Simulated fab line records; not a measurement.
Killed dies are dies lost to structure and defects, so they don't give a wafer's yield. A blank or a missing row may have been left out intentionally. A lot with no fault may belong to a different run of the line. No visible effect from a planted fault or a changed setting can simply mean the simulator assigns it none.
Split-lot experiment / flow n5-finfet / 39 wafers read from 7 lots, route of 1938 steps

== ON THE SPLIT ==
At N5_DUMMY_GATE_ETCH_37 (etches SOC in N2/H2, target depth 60 nm, overetch 30 nm), the setting source-w was moved away from the recipe's 840 W on 6 of the 39 wafers read, by -17.7% to +8.4%. All remaining wafers had this setting at the recipe value.

The reading comes from the split's own step.

== THE READING ==
rf-vpp-V, in V, at N5_DUMMY_GATE_ETCH_37 (etches SOC in N2/H2, target depth 60 nm, overetch 30 nm). Fault-free wafers of this fab line usually give 524.6 V, standard deviation 2.1 V.

wafer=L075.1; tool, chamber at the split=rie-diel-04, 3; source-w as run, W=840; against the recipe=recipe; rf-vpp-V, V=523.7; against lot-mates on the recipe=-
wafer=L075.2; tool, chamber at the split=rie-diel-04, 0; source-w as run, W=840; against the recipe=recipe; rf-vpp-V, V=523.7; against lot-mates on the recipe=-
wafer=L075.3; tool, chamber at the split=rie-diel-04, 1; source-w as run, W=840; against the recipe=recipe; rf-vpp-V, V=522.8; against lot-mates on the recipe=-
wafer=L075.4; tool, chamber at the split=rie-diel-04, 2; source-w as run, W=840; against the recipe=recipe; rf-vpp-V, V=521.5; against lot-mates on the recipe=-
wafer=L075.5; tool, chamber at the split=rie-diel-04, 2; source-w as run, W=840; against the recipe=recipe; rf-vpp-V, V=522.6; against lot-mates on the recipe=-
wafer=L075.6; tool, chamber at the split=rie-diel-04, 1; source-w as run, W=840; against the recipe=recipe; rf-vpp-V, V=523.0; against lot-mates on the recipe=-
wafer=L079.1; tool, chamber at the split=rie-diel-01, 0; source-w as run, W=691.3; against the recipe=-17.7%; rf-vpp-V, V=560.9; against lot-mates on the recipe=+34.4
wafer=L079.2; tool, chamber at the split=rie-diel-01, 2; source-w as run, W=691.3; against the recipe=-17.7%; rf-vpp-V, V=561.4; against lot-mates on the recipe=+34.9
wafer=L079.3; tool, chamber at the split=rie-diel-01, 1; source-w as run, W=840; against the recipe=recipe; rf-vpp-V, V=527.5; against lot-mates on the recipe=-
wafer=L079.4; tool, chamber at the split=rie-diel-01, 0; source-w as run, W=691.3; against the recipe=-17.7%; rf-vpp-V, V=562.4; against lot-mates on the recipe=+35.9
wafer=L079.5; tool, chamber at the split=rie-diel-01, 1; source-w as run, W=840; against the recipe=recipe; rf-vpp-V, V=526.2; against lot-mates on the recipe=-
wafer=L079.6; tool, chamber at the split=rie-diel-01, 2; source-w as run, W=840; against the recipe=recipe; rf-vpp-V, V=525.8; against lot-mates on the recipe=-
wafer=L081.1; tool, chamber at the split=rie-diel-05, 3; source-w as run, W=840; against the recipe=recipe; rf-vpp-V, V=521.6; against lot-mates on the recipe=-
wafer=L081.2; tool, chamber at the split=rie-diel-05, 2; source-w as run, W=840; against the recipe=recipe; rf-vpp-V, V=521.8; against lot-mates on the recipe=-
wafer=L081.3; tool, chamber at the split=rie-diel-05, 1; source-w as run, W=840; against the recipe=recipe; rf-vpp-V, V=528.1; against lot-mates on the recipe=-
wafer=L081.4; tool, chamber at the split=rie-diel-05, 0; source-w as run, W=840; against the recipe=recipe; rf-vpp-V, V=525.6; against lot-mates on the recipe=-
wafer=L081.5; tool, chamber at the split=rie-diel-05, 0; source-w as run, W=840; against the recipe=recipe; rf-vpp-V, V=526.6; against lot-mates on the recipe=-
wafer=L081.6; tool, chamber at the split=rie-diel-05, 1; source-w as run, W=840; against the recipe=recipe; rf-vpp-V, V=527.4; against lot-mates on the recipe=-
wafer=L089.1; tool, chamber at the split=rie-diel-05, 2; source-w as run, W=840; against the recipe=recipe; rf-vpp-V, V=521.6; against lot-mates on the recipe=-
wafer=L089.3; tool, chamber at the split=rie-diel-05, 1; source-w as run, W=840; against the recipe=recipe; rf-vpp-V, V=528.2; against lot-mates on the recipe=-
wafer=L089.4; tool, chamber at the split=rie-diel-05, 0; source-w as run, W=840; against the recipe=recipe; rf-vpp-V, V=525.1; against lot-mates on the recipe=-
wafer=L090.1; tool, chamber at the split=rie-diel-01, 3; source-w as run, W=840; against the recipe=recipe; rf-vpp-V, V=521.7; against lot-mates on the recipe=-
wafer=L090.2; tool, chamber at the split=rie-diel-01, 2; source-w as run, W=840; against the recipe=recipe; rf-vpp-V, V=525.2; against lot-mates on the recipe=-
wafer=L090.3; tool, chamber at the split=rie-diel-01, 1; source-w as run, W=840; against the recipe=recipe; rf-vpp-V, V=525.7; against lot-mates on the recipe=-
wafer=L090.4; tool, chamber at the split=rie-diel-01, 1; source-w as run, W=840; against the recipe=recipe; rf-vpp-V, V=527.3; against lot-mates on the recipe=-
wafer=L090.5; tool, chamber at the split=rie-diel-01, 3; source-w as run, W=840; against the recipe=recipe; rf-vpp-V, V=522.1; against lot-mates on the recipe=-
wafer=L090.6; tool, chamber at the split=rie-diel-01, 2; source-w as run, W=840; against the recipe=recipe; rf-vpp-V, V=526.1; against lot-mates on the recipe=-
wafer=L095.1; tool, chamber at the split=rie-diel-04, 3; source-w as run, W=840; against the recipe=recipe; rf-vpp-V, V=522.3; against lot-mates on the recipe=-
wafer=L095.2; tool, chamber at the split=rie-diel-04, 2; source-w as run, W=840; against the recipe=recipe; rf-vpp-V, V=521.2; against lot-mates on the recipe=-
wafer=L095.3; tool, chamber at the split=rie-diel-04, 0; source-w as run, W=840; against the recipe=recipe; rf-vpp-V, V=523.1; against lot-mates on the recipe=-
wafer=L095.4; tool, chamber at the split=rie-diel-04, 1; source-w as run, W=840; against the recipe=recipe; rf-vpp-V, V=521.6; against lot-mates on the recipe=-
wafer=L095.5; tool, chamber at the split=rie-diel-04, 0; source-w as run, W=840; against the recipe=recipe; rf-vpp-V, V=523.7; against lot-mates on the recipe=-
wafer=L095.6; tool, chamber at the split=rie-diel-04, 1; source-w as run, W=840; against the recipe=recipe; rf-vpp-V, V=522.6; against lot-mates on the recipe=-
wafer=L096.1; tool, chamber at the split=rie-diel-01, 2; source-w as run, W=840; against the recipe=recipe; rf-vpp-V, V=524.0; against lot-mates on the recipe=-
wafer=L096.2; tool, chamber at the split=rie-diel-01, 3; source-w as run, W=910.6; against the recipe=+8.4%; rf-vpp-V, V=509.1; against lot-mates on the recipe=-15.8
wafer=L096.3; tool, chamber at the split=rie-diel-01, 0; source-w as run, W=910.6; against the recipe=+8.4%; rf-vpp-V, V=511.3; against lot-mates on the recipe=-13.6
wafer=L096.4; tool, chamber at the split=rie-diel-01, 1; source-w as run, W=840; against the recipe=recipe; rf-vpp-V, V=525.7; against lot-mates on the recipe=-
wafer=L096.5; tool, chamber at the split=rie-diel-01, 0; source-w as run, W=840; against the recipe=recipe; rf-vpp-V, V=525.0; against lot-mates on the recipe=-
wafer=L096.6; tool, chamber at the split=rie-diel-01, 3; source-w as run, W=910.6; against the recipe=+8.4%; rf-vpp-V, V=509.0; against lot-mates on the recipe=-15.9

THE FIT
A straight line over all 39 wafers: rf-vpp-V changes by -2.03 V for each +1% of source-w; r = -0.98; the points scatter about the line by 2.2 V.
The same after taking each lot's own level away (the mean of its wafers on the recipe; 39 wafers): -1.94 V for each +1%; r = -0.99; scatter 1.7 V.
Per that fit: largest source-w move, reading shift of 34 V.
The span of the lots' own levels, 522.42 to 526.50 V, comes to 1.9 times the standard deviation stated above.
The two slopes are in agreement: the lot-to-lot level therefore moves the slope only a little.
Check: for one of the wafers moved furthest among these (-17.7%), held out of the fit, the line's prediction against its lot-mates is +34.6 V. It came out at +34.4 V against them.
Tool readings at the split's step, against how far the setting was moved: rf-vpp-V r = -0.98.

== THE OTHER SPLITS THESE WAFERS WENT THROUGH ==
Other splits were also applied to these wafers ahead of the reading. Each is held against what the fit with the lots' levels taken away leaves over:
other split on the same wafers=N5_WELL_APT_IMPLANT_14 energy-kev; wafers away from the commonest value=15; r with rf-vpp-V (lot level and that fit taken away)=-0.17
other split on the same wafers=N5_FIN_SAQP_SPACER1_ALD_24 ald-cycles; wafers away from the commonest value=9; r with rf-vpp-V (lot level and that fit taken away)=+0.06

== THE FILE'S OWN FIT ==
rf-vpp-V changes by -1.95 V for each +1% of source-w, r = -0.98.
